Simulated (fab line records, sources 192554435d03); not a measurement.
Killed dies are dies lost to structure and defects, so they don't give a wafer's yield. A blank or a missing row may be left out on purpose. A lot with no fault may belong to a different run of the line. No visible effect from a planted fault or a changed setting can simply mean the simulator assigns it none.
fab line records	flow n5-finfet
record lots=10	wafers=30	last-day=16
route steps=1938 shown TV_LITHO@1883 TV_OPEN@1890 PASSIVATION@1910
lots with no fault: from the same line, run without faults
start-h: hours from the record's opening day to when the first of the lot's shown wafers began	wait-h: hours from the lot's prior step to this one	" identical to the entry in the row above	L1.1+2: a row that stands for several wafers	- either no value or no given start	* or withheld: withheld	< > ~ a bound
route shown NAME@n: names a module that has steps shown in the file, with the first one's number in the route	usual: average and standard deviation across the fault-free wafers	same: alike in all rows	chamber/n: place in a boat	sites: per-site readings	_std_site: standard deviation of those values	_edge_site: outer sites' mean less inner sites'	radius-mm: how far each site lies from the wafer's centre	mask NAME#n: copy n	behind: the last tool/chamber to shape the wafer	hold: what put the lot on hold/how long, in hours/how the hold closed	device: transistor that didn't switch, given as n, p or np	end of line: the tests these same wafers got at the end of their route	a step with no rows: only its recipe	killed: at the first sort, the dies lost to defects and structure; wafer yield is something else	map: shows each die of a wafer: x if killed, . if not, _ if none is there
set.NAME: the setting that was run; set.NAME@STEP: the one run at that earlier step	model.NAME: the simulator's own value behind a step, which no gauge read
one table for each step of the route and one row for each wafer, over a sample of lots
services: a tool's chamber out of use, with start hour (start-h, from the record's first day; less than 0 if before it), hours out, and reason
## steps
# step N5_PASSIVATION_CD_MEAS_10
# recipe target-cd-nm=3000	landing-energy-ev=500	detector=se-inlens
# usual cd-nm=2999.2/2.4
lot.wafer	tool	chamber	start-h	wait-h	cd-nm
L971.2	cd-sem-02	0	261.34	-	2999.8
L971.3	"	0	"	"	2997.7
L971.6	"	0	"	"	2996.7
L975.1	cd-sem-02	0	278.91	-	2999.0
L975.3	"	0	"	"	3000.7
L975.5	"	0	"	"	3001.7
L972.2	cd-sem-03	0	279.08	-	2998.5
L972.5	"	0	"	"	3000.6
L972.6	"	0	"	"	2999.9
L977.1	cd-sem-01	0	297.60	-	2995.6
L977.3	"	0	"	"	2995.3
L977.4	"	0	"	"	2996.5
L978.1	cd-sem-01	0	307.79	-	3000.4
L978.3	"	0	"	"	2996.1
L978.5	"	0	"	"	2998.8
L980.1	cd-sem-03	0	327.58	-	2997.4
L980.5	"	0	"	"	2995.0
L980.6	"	0	"	"	2999.5
L983.1	cd-sem-02	0	331.18	-	3000.6
L983.2	"	0	"	"	2999.8
L983.5	"	0	"	"	3003.1
L984.3	cd-sem-01	0	341.10	-	2999.6
L984.4	"	0	"	"	2999.9
L984.6	"	0	"	"	2997.4
L988.1	cd-sem-03	0	368.87	-	2998.9
L988.3	"	0	"	"	2997.6
L988.4	"	0	"	"	3001.8
L989.2	cd-sem-01	0	375.65	-	3000.5
L989.4	"	0	"	"	3002.5
L989.6	"	0	"	"	3004.5
# step N5_PASSIVATION_ETCH_15
# recipe chemistry=CF4/N2	target=SiCN	target-depth-a=750	taper-deg=2	time-s=81.2	ion-energy-ev=150	mask-material=SiNx	pressure-mtorr=40	source-w=430	bias-w=70	Ar_flow_sccm=100	cf4-flow-sccm=60	n2-flow-sccm=60
# usual drypump-motor-current-A=5.9/0.54	oes-product-au=0.83/0.083	rf-vpp-V=382.4/1.9	showerhead-plenum-p-Torr=2.21/0.067	throttle-valve-pct=15.36/0.24
lot.wafer	tool	chamber	start-h	wait-h	drypump-motor-current-A	oes-product-au	rf-hours-counter-h	rf-vpp-V	showerhead-plenum-p-Torr	throttle-valve-pct
L971.2	rie-diel-02	0	-	-	5.0	0.98	16	386.2	2.33	15.08
L971.3	"	3	"	"	6.4	0.74	179	381.5	2.20	15.63
L971.6	"	0	"	"	5.1	0.98	-	384.6	2.33	15.09
L975.1	rie-diel-02	0	-	-	5.0	0.97	21	385.6	2.33	15.09
L975.3	"	2	"	"	6.7	0.78	104	383.5	2.22	15.74
L975.5	"	3	"	"	6.5	0.74	-	381.7	2.19	15.61
L972.2	rie-diel-04	3	-	-	5.4	0.87	46	385.5	2.33	15.02
L972.5	"	1	"	"	5.4	0.93	-	382.9	2.26	15.03
L972.6	"	3	"	"	5.5	0.87	-	385.3	2.33	15.02
L977.1	rie-diel-05	2	-	-	6.5	0.83	69	379.7	2.16	15.45
L977.3	"	3	"	"	6.4	0.76	133	379.9	2.12	15.38
L977.4	"	0	"	"	5.5	0.69	243	383.8	2.26	15.47
L978.1	rie-diel-02	3	-	-	6.5	0.72	194	380.9	2.19	15.66
L978.3	"	0	"	"	5.1	0.94	29	385.9	2.32	15.11
L978.5	"	2	"	"	6.8	0.77	-	383.4	2.22	15.76
L980.1	rie-diel-02	3	-	-	6.5	0.72	200	381.7	2.19	15.68
L980.5	"	1	"	"	6.2	0.84	-	380.5	2.16	15.36
L980.6	"	3	"	"	6.5	0.72	-	381.0	2.19	15.66
L983.1	rie-diel-02	2	-	-	6.7	0.76	121	382.1	2.22	15.78
L983.2	"	0	"	"	5.0	0.93	34	385.5	2.32	15.13
L983.5	"	2	"	"	6.8	0.76	-	382.4	2.22	15.77
L984.3	rie-diel-05	2	-	-	6.5	0.83	83	379.8	2.16	15.47
L984.4	"	1	"	"	5.6	0.73	-	380.9	2.11	15.43
L984.6	"	3	"	"	6.3	0.75	-	380.7	2.11	15.42
L988.1	rie-diel-04	1	-	-	5.4	0.86	35	382.7	2.25	15.07
L988.3	"	3	"	"	5.5	0.84	72	385.1	2.32	15.07
L988.4	"	0	"	"	5.4	0.85	46	382.3	2.24	15.53
L989.2	rie-diel-04	3	-	-	5.5	0.84	74	384.6	2.32	15.08
L989.4	"	1	"	"	5.3	0.87	37	383.7	2.25	15.07
L989.6	"	2	"	"	5.7	0.95	-	384.2	2.25	15.05
# step N5_PASSIVATION_ETCH_59
# recipe chemistry=Cl2/BCl3	target=TaN	target-depth-a=650	time-s=34.9	ion-energy-ev=100	pressure-mtorr=10	icp-w=900	bias-w=100	Cl2_flow_sccm=60	bcl3-flow-sccm=30
# usual drypump-motor-current-A=5.6/0.4	oes-product-au=0.81/0.13	throttle-valve-pct=21.20/0.19
lot.wafer	tool	chamber	start-h	wait-h	drypump-motor-current-A	oes-product-au	rf-hours-counter-h	throttle-valve-pct
L971.2	rie-metal-02	0	265.70	0.3	5.1	0.77	43	21.06
L971.3	"	1	"	"	6.1	0.67	-	21.38
L971.6	"	1	"	"	6.1	0.66	-	21.38
L975.1	rie-metal-03	1	281.69	0.7	5.1	0.89	10	21.00
L975.3	"	1	"	"	5.1	0.89	-	21.01
L975.5	"	1	"	"	5.1	0.88	-	21.00
L972.2	rie-metal-01	0	281.90	0.4	5.6	0.96	2	21.13
L972.5	"	1	"	"	6.1	0.65	-	21.57
L972.6	"	0	"	"	5.6	0.97	-	21.14
L977.1	rie-metal-01	0	300.22	0.3	5.6	0.95	3	21.15
L977.3	"	0	"	"	5.7	0.96	-	21.13
L977.4	"	1	"	"	6.1	0.64	-	21.60
L978.1	rie-metal-01	1	309.96	0.3	6.1	0.64	104	21.58
L978.3	"	1	"	"	6.1	0.64	-	21.57
L978.5	"	1	"	"	6.1	0.64	-	21.59
L980.1	rie-metal-02	1	329.89	0.3	6.1	0.65	97	21.39
L980.5	"	0	"	"	5.1	0.75	-	21.08
L980.6	"	1	"	"	6.1	0.65	-	21.40
L983.1	rie-metal-02	0	333.82	0.3	5.1	0.74	49	21.06
L983.2	"	1	"	"	6.1	0.66	97	21.37
L983.5	"	1	"	"	6.1	0.65	-	21.40
L984.3	rie-metal-01	0	343.36	0.2	5.6	0.91	-	21.13
L984.4	"	1	"	"	6.1	0.64	-	21.58
L984.6	"	0	"	"	5.6	0.91	-	21.14
L988.1	rie-metal-01	0	372.19	0.7	5.6	0.89	13	21.13
L988.3	"	0	"	"	5.6	1.21	-	20.49
L988.4	"	0	"	"	5.6	1.21	-	20.48
L989.2	rie-metal-01	0	378.23	0.3	5.6	1.20	14	20.51
L989.4	"	1	"	"	6.1	1.34	-	20.63
L989.6	"	1	"	"	6.1	1.00	-	21.30
# step N5_PASSIVATION_STRIP_34
# recipe chemistry=O2	power-w=600	temp-c=60	pressure-mtorr=30	rf-frequency-hz=6e+07	bias-power-w=0	overash-fraction=2	o2-flow-sccm=225
# usual drypump-motor-current-A=5.7/0.38	o2-flow-sccm=225.0/0.71	oes-product-au=0.82/0.063	rf-vpp-V=3.6/1.5	showerhead-plenum-p-Torr=2.10/0.059	temp-c=60.00/0.11	throttle-valve-pct=16.65/0.2
lot.wafer	tool	chamber	start-h	wait-h	drypump-motor-current-A	o2-flow-sccm	oes-product-au	rf-hours-counter-h	rf-vpp-V	showerhead-plenum-p-Torr	temp-c	throttle-valve-pct
L971.2	rie-diel-01	2	265.81	0.1	5.3	225.4	0.90	15	0.7	2.05	59.98	16.45
L971.3	"	0	"	"	6.7	225.6	0.89	31	1.6	2.15	60.07	16.51
L971.6	"	0	"	"	6.7	223.8	0.92	-	4.1	2.15	59.90	16.54
L975.1	rie-diel-03	0	281.90	0.2	5.8	224.6	0.87	51	5.4	2.13	59.88	16.73
L975.3	"	3	"	"	5.7	226.0	0.89	40	3.0	2.04	59.99	16.28
L975.5	"	2	"	"	5.3	226.7	0.84	-	5.2	2.12	60.13	16.71
L972.2	rie-diel-03	1	282.05	0.1	6.0	225.6	0.80	76	4.1	2.03	59.88	16.64
L972.5	"	2	"	"	5.3	225.8	0.86	-	0.7	2.12	60.05	16.68
L972.6	"	1	"	"	6.0	225.0	0.82	-	3.8	2.03	59.83	16.66
L977.1	rie-diel-06	3	300.34	0.1	5.7	224.3	0.72	223	5.1	2.06	60.04	17.13
L977.3	"	2	"	"	5.5	224.8	0.90	35	2.5	2.13	59.97	16.44
L977.4	"	0	"	"	5.2	225.5	0.75	180	5.8	2.15	60.03	16.67
L978.1	rie-diel-03	0	310.08	0.1	5.9	224.1	0.88	61	1.7	2.13	60.29	16.73
L978.3	"	1	"	"	6.0	225.0	0.83	89	1.6	2.03	60.04	16.69
L978.5	"	0	"	"	5.8	225.1	0.88	-	2.9	2.13	60.19	16.80
L980.1	rie-diel-03	2	330.01	0.1	5.3	225.9	0.85	83	6.5	2.11	60.12	16.74
L980.5	"	0	"	"	5.9	225.4	0.85	-	3.3	2.13	60.07	16.81
L980.6	"	1	"	"	6.0	224.4	0.80	-	3.5	2.03	60.13	16.66
L983.1	rie-diel-06	2	333.93	0.1	5.5	224.1	0.88	46	6.5	2.13	59.98	16.53
L983.2	"	3	"	"	5.7	225.0	0.72	234	3.9	2.06	59.83	17.15
L983.5	"	1	"	"	6.0	225.0	0.79	-	3.1	2.23	60.04	16.66
L984.3	rie-diel-06	0	343.45	0.1	5.2	224.4	0.73	193	1.5	2.14	59.90	16.66
L984.4	"	1	"	"	6.1	224.4	0.79	94	4.9	2.23	59.98	16.68
L984.6	"	3	"	"	5.6	225.2	0.71	-	3.5	2.06	59.85	17.12
L988.1	rie-diel-03	3	372.41	0.2	5.7	224.2	0.83	73	5.3	2.03	60.16	16.32
L988.3	"	0	"	"	5.8	224.5	0.84	82	2.7	2.12	60.04	16.89
L988.4	"	1	"	"	6.0	225.7	0.79	111	2.1	2.02	59.88	16.72
L989.2	rie-diel-03	0	378.34	0.1	5.9	225.2	0.82	83	3.5	2.12	60.04	16.84
L989.4	"	3	"	"	5.7	224.7	0.83	75	3.7	2.03	60.04	16.39
L989.6	"	3	"	"	5.7	225.0	0.82	-	4.7	2.03	60.04	16.35
# step N5_PASSIVATION_PROBE_49
# usual defect-limited-yield=91.6/1.6	killed_at_M0_to_M3=31/10	killed_at_M4_up=14/6.3	killed-at-contacts=12/6.1	killed-at-front-end=39/12	killed-at-other=3.7/2.8	killed-dies=100/19	killed-open=66/14	killed-short=33/8.1	sort_bin_5_function=5.0/1.1	sort_bin_6_memory=3.2/0.66	sort-n-pass=1080/18	sort-yield-pct=91.6/1.6
# same gross-dies=1180	killed-at-back-side=0	sort_bin_4_leakage[%]=0	sort_bin_8_speed[%]=0
lot.wafer	tool	chamber	start-h	wait-h	defect-limited-yield[%]	killed_at_M0_to_M3	killed_at_M4_up	killed-at-contacts	killed-at-front-end	killed-at-other	killed-dies	killed-open	killed-short	sort_bin_5_function[%]	sort_bin_6_memory[%]	sort-n-pass	sort-yield-pct[%]
L978.1	prober-02	-	314.49	0.0	89.1	61	21	9	34	4	129	84	45	6.8	4.0	1051	89.1
L978.3	prober-02	-	314.59	0.1	86.3	36	14	15	94	3	162	102	57	7.6	5.6	1018	86.3
L978.5	prober-02	-	314.69	0.2	92.0	32	12	8	38	4	94	65	20	4.9	2.2	1086	92.0
L983.1	prober-02	-	339.01	0.0	91.2	27	16	7	52	2	104	59	45	5.3	3.1	1076	91.2
L983.2	prober-02	-	339.06	0.1	87.6	47	24	23	44	8	146	95	50	6.9	4.7	1034	87.6
L983.5	prober-02	-	339.21	0.2	91.5	20	19	6	52	3	100	67	32	4.4	3.9	1080	91.5
L984.3	prober-02	-	347.85	0.1	93.7	31	5	4	32	2	74	43	31	3.6	2.3	1106	93.7
L984.4	prober-02	-	347.90	0.2	93.1	36	12	2	27	5	82	53	25	4.0	2.3	1098	93.1
L984.6	prober-02	-	348.00	0.3	89.6	46	15	16	43	3	123	82	39	6.4	3.9	1057	89.6
L989.2	prober-01	-	382.73	0.1	92.5	17	12	17	41	2	89	54	35	4.6	2.4	1091	92.5
L989.4	prober-01	-	382.83	0.2	90.9	30	5	11	56	5	107	65	40	5.3	3.3	1073	90.9
L989.6	prober-01	-	382.93	0.3	89.7	34	14	15	55	3	121	78	43	6.0	3.8	1059	89.7
# killed by level:class
L978.1 BEOL_M0_SAQP:geometric-particle:short=17 BEOL_M2:geometric-particle:open=16 BEOL_M0_SAQP:geometric-particle:open=12 BEOL_M3:geometric-particle:open=9 FIN_SAQP:geometric-particle:short=8 MOL_CONTACT_COAG:geometric-particle:open=8 DUMMY_GATE:geometric-particle:open=5 FIN_CUT:geometric-particle:open=4
L978.3 STI_FIN_REVEAL:geometric-particle:open=24 FIN_SAQP:geometric-particle:open=20 FIN_SAQP:geometric-particle:short=16 BEOL_M0_SAQP:geometric-particle:short=12 MOL_CONTACT_COAG:geometric-particle:open=10 BEOL_M4:geometric-particle:open=8 BEOL_M2:geometric-particle:open=8 BEOL_M3:geometric-particle:open=7
L978.5 BEOL_M0_SAQP:geometric-particle:open=14 FIN_SAQP:geometric-particle:open=9 STI_FIN_REVEAL:geometric-particle:open=7 HKMG_FIN:area-etch=7 BEOL_M3:geometric-particle:open=5 MOL_CONTACT_COAG:geometric-particle:open=5 BEOL_M2:geometric-particle:open=4 BEOL_M0_SAQP:geometric-particle:short=3
L983.1 GATE_CUT:geometric-particle:short=13 FIN_SAQP:geometric-particle:open=10 FIN_SAQP:geometric-particle:short=8 BEOL_M3:geometric-particle:open=8 MOL_CONTACT_COAG:geometric-particle:open=7 BEOL_M0_SAQP:geometric-particle:short=7 BEOL_M5:geometric-particle:open=7 STARTING-WAFER:geometric-particle:short=6
L983.2 MOL_CONTACT_COAG:geometric-particle:open=18 FIN_SAQP:geometric-particle:open=13 FIN_SAQP:geometric-particle:short=11 BEOL_M0_SAQP:geometric-particle:short=11 BEOL_M2:geometric-particle:open=8 BEOL_M3:geometric-particle:open=8 GATE_CUT:geometric-particle:short=7 BEOL_M0_SAQP:geometric-particle:open=7
L983.5 FIN_SAQP:geometric-particle:open=11 STI_FIN_REVEAL:geometric-particle:open=9 FIN_SAQP:geometric-particle:short=8 BEOL_M3:geometric-particle:open=7 GATE_CUT:geometric-particle:open=6 GATE_CUT:geometric-particle:short=6 MOL_CONTACT_COAG:geometric-particle:open=6 BEOL_M7:geometric-particle:open=4
L984.3 FIN_SAQP:geometric-particle:open=13 BEOL_M2:geometric-particle:open=10 BEOL_M0_SAQP:geometric-particle:short=7 BEOL_M0_SAQP:geometric-particle:open=5 BEOL_M3:geometric-particle:short=4 SDB:geometric-particle:short=3 FIN_SAQP:geometric-particle:short=3 GATE_CUT:geometric-particle:short=3
L984.4 BEOL_M1:geometric-particle:open=9 FIN_SAQP:geometric-particle:open=7 BEOL_M0_SAQP:geometric-particle:short=7 BEOL_M3:geometric-particle:open=7 GATE_CUT:geometric-particle:short=5 BEOL_M0_SAQP:geometric-particle:open=5 BEOL_M4:geometric-particle:open=5 STI_FIN_REVEAL:geometric-particle:open=4
L984.6 MOL_CONTACT_COAG:geometric-particle:open=14 FIN_SAQP:geometric-particle:open=10 BEOL_M0_SAQP:geometric-particle:short=10 BEOL_M0_SAQP:geometric-particle:open=9 BEOL_M1:geometric-particle:open=9 BEOL_M3:geometric-particle:open=8 STARTING-WAFER:geometric-particle:open=6 BEOL_M4:geometric-particle:open=5
L989.2 MOL_CONTACT_COAG:geometric-particle:open=13 BEOL_M4:geometric-particle:open=7 STI_FIN_REVEAL:geometric-particle:open=6 FIN_SAQP:geometric-particle:short=5 BEOL_M3:geometric-particle:open=5 SPACER0:geometric-particle:short=5 FIN_SAQP:geometric-particle:open=4 ILD0:geometric-particle:short=4
L989.4 FIN_SAQP:geometric-particle:short=16 FIN_SAQP:geometric-particle:open=13 STI_FIN_REVEAL:geometric-particle:open=10 MOL_CONTACT_COAG:geometric-particle:open=9 BEOL_M2:geometric-particle:open=7 BEOL_M0_SAQP:geometric-particle:open=6 BEOL_M3:geometric-particle:open=6 BEOL_M2:geometric-particle:short=3
L989.6 FIN_SAQP:geometric-particle:short=13 STI_FIN_REVEAL:geometric-particle:open=12 MOL_CONTACT_COAG:geometric-particle:open=10 BEOL_M3:geometric-particle:open=9 FIN_SAQP:geometric-particle:open=7 BEOL_M4:geometric-particle:open=6 MOL_CONTACT_COAG:geometric-particle:short=5 BEOL_M2:geometric-particle:short=5
## services
tool	chamber	start-h	hours	kind
rie-metal-03	1	245.22	17.3	repair
rie-diel-01	3	247.96	-	clean
rie-diel-01	3	247.96	-	consumable-replace:focus-ring
rie-metal-01	0	250.39	-	clean
rie-metal-01	0	250.39	15.3	scheduled-down
rie-metal-01	0	250.39	15.3	vent-cycle
rie-diel-04	2	265.06	-	clean
rie-diel-04	2	265.06	-	consumable-replace:focus-ring
rie-diel-04	2	265.06	27.9	scheduled-down
rie-diel-04	2	265.06	27.9	vent-cycle
rie-diel-03	1	267.61	8.5	repair
rie-diel-01	-	282.13	15.6	pm
rie-diel-03	0	288.61	3.7	repair
rie-diel-06	-	319.09	2.8	pm
rie-diel-02	0	324.30	6.3	repair
rie-diel-05	0	324.47	-	clean
rie-diel-05	0	324.47	-	consumable-replace:focus-ring
rie-diel-05	0	324.47	21.5	scheduled-down
rie-diel-05	0	324.47	21.5	vent-cycle
rie-diel-06	3	347.85	6.3	repair
rie-metal-01	1	351.80	-	clean
rie-metal-01	1	351.80	23.1	scheduled-down
rie-metal-01	1	351.80	23.1	vent-cycle
rie-diel-03	1	374.86	2.7	repair
## key
first-sign step=N5_PASSIVATION_ETCH_59	reading=throttle-valve-pct	direction=down	sigmas=3.5	usual=*	struck=*
effect step=N5_PASSIVATION_ETCH_59	reading=oes-product-au	direction=up	sigmas=3.4	usual=0.81	struck=1.24
met-at N5_PASSIVATION_ETCH_59
struck-lots L988,L989
struck-wafers L988.3,L988.4,L989.2,L989.4
not-acting-at N5_PASSIVATION_CD_MEAS_10,N5_PASSIVATION_ETCH_15,N5_PASSIVATION_STRIP_34
onset-between 343.36 372.19
fault kind=process-parameter-drift	tool=rie-metal-01	chamber=-	onset-h=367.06	steps=N5_PASSIVATION_ETCH_59	channel=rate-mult	offset=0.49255	shape=step	end-h=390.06	scope=struck-wafers-only
